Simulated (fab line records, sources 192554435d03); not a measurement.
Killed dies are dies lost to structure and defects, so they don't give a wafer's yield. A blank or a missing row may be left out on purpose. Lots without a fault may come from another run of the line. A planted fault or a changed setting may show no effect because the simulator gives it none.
Split-lot experiment | flow n5_finfet | 7 lots, 21 wafers read, on a route of 1938 steps

THE SPLIT
At N5_PASSIVATION_ETCH_54 (etches SiO2 in CHF3/O2, target depth 880 nm, time 440 s), the setting time_s was moved away from the recipe's 440 s on 4 of the 21 wafers read, by -20.0% to -11.4%. The other wafers ran this setting at the recipe's value.

FROM THE SPLIT TO THE READING: what the file shows between them, 5 steps
- N5_PASSIVATION_STRIP_48: strips in O2 (also split here: temp_c)
- N5_PASSIVATION_STRIP_52: strips in post etch residue remover, time 1200 s
- N5_PASSIVATION_CLEAN_71: cleans in IPA, time 180 s
- N5_PASSIVATION_SRD_72: time 30 s
- N5_PASSIVATION_ANNEAL_56: time 1800 s

THE READING
sort_n_pass, at N5_PASSIVATION_PROBE_49. Fault-free wafers of this fab line usually give 1075, standard deviation 17.

wafer  | tool, chamber at the split | time_s as run, s | against the recipe | sort_n_pass | against lot-mates on the recipe
L074.1 | rie_diel-01, 2             | 440              | recipe             | 1067        | -
L074.2 | rie_diel-01, 0             | 440              | recipe             | 1085        | -
L074.3 | rie_diel-01, 1             | 440              | recipe             | 1088        | -
L079.2 | rie_diel-05, 2             | 440              | recipe             | 1081        | -
L079.4 | rie_diel-05, 3             | 440              | recipe             | 1081        | -
L079.6 | rie_diel-05, 1             | 440              | recipe             | 1080        | -
L083.2 | rie_diel-01, 0             | 440              | recipe             | 1078        | -
L083.3 | rie_diel-01, 2             | 367              | -16.6%             | 414         | -656
L083.4 | rie_diel-01, 0             | 440              | recipe             | 1063        | -
L087.4 | rie_diel-04, 3             | 440              | recipe             | 1076        | -
L087.5 | rie_diel-04, 1             | 440              | recipe             | 1084        | -
L087.6 | rie_diel-04, 0             | 440              | recipe             | 1053        | -
L092.1 | rie_diel-05, 3             | 440              | recipe             | 1039        | -
L092.3 | rie_diel-05, 1             | 351.8            | -20.0%             | 58          | -1009
L092.4 | rie_diel-05, 2             | 440              | recipe             | 1095        | -
L094.3 | rie_diel-05, 0             | 390              | -11.4%             | 915         | -172
L094.5 | rie_diel-05, 0             | 440              | recipe             | 1087        | -
L094.6 | rie_diel-05, 3             | 390              | -11.4%             | 920         | -167
L095.1 | rie_diel-04, 1             | 440              | recipe             | 1073        | -
L095.3 | rie_diel-04, 3             | 440              | recipe             | 1080        | -
L095.4 | rie_diel-04, 0             | 440              | recipe             | 1061        | -

THE FIT
A straight line over all 21 wafers: sort_n_pass changes by +38.2 for each +1% of time_s; r = +0.92; the points scatter about the line by 1.1e+02.
The same after taking each lot's own level away (the mean of its wafers on the recipe; 21 wafers): +38.2 for each +1%; r = +0.92; scatter 1e+02.
On that fit, the largest move of time_s shifts the reading by 7.7e+02.
The lots' own levels span 1067.0 to 1087.0, that is 1.2 times the standard deviation above.
So the lot-to-lot level changes the slope little: the two slopes agree.
Check: with one of the wafers moved furthest among these (-20.0%) left out of the fit, the line predicts -557 for it against its lot-mates. It came out at -1.01e+03 against them.

OTHER SPLITS ON THESE WAFERS
These wafers also went through other splits before the reading. Each is held against what the fit with the lots' levels taken away leaves over:
other split on the same wafers    | wafers away from the commonest value | r with sort_n_pass (lot level and that fit taken away)
N5_BEOL_M14_TRENCH_ETCH_34 time_s | 7                                    | +0.16
N5_PASSIVATION_EXPOSE_07 dose_mj  | 7                                    | +0.72
N5_PASSIVATION_STRIP_48 temp_c    | 6                                    | +0.17

THE WHOLE CHAIN: every reading that the file lists as answering this split, in the file's order
step                    | what it does                                            | reading                                                                       | change (the file's fit)                                                         | r (the file's)
N5_PASSIVATION_ETCH_54  | etches SiO2 in CHF3/O2, target depth 880 nm, time 440 s | PASSIVATION.feature_depth_nm (the simulator's own value, which no gauge read) | +7.66 nm for each +1% of the setting                                            | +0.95
N5_PASSIVATION_ETCH_54  | etches SiO2 in CHF3/O2, target depth 880 nm, time 440 s | etch.depth_nm (the simulator's own value, which no gauge read)                | +7.66 nm for each +1% of the setting                                            | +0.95
N5_PASSIVATION_PROBE_49 |                                                         | defect_limited_yield                                                          | +3.47 for each +1% of the setting                                               | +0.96
N5_PASSIVATION_PROBE_49 |                                                         | killed_at_other                                                               | not straight: 997 at the lowest setting, 3.3 at the recipe, 3.3 at the highest  | not given
N5_PASSIVATION_PROBE_49 |                                                         | killed_dies                                                                   | not straight: 1122 at the lowest setting, 104 at the recipe, 104 at the highest | not given
N5_PASSIVATION_PROBE_49 |                                                         | sort_bin_5_function                                                           | not straight: 90.4 at the lowest setting, 5.2 at the recipe, 5.2 at the highest | not given
N5_PASSIVATION_PROBE_49 |                                                         | sort_n_pass                                                                   | +41 for each +1% of the setting                                                 | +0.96

THE FILE'S OWN FIT
sort_n_pass changes by +41 for each +1% of time_s, r = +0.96.
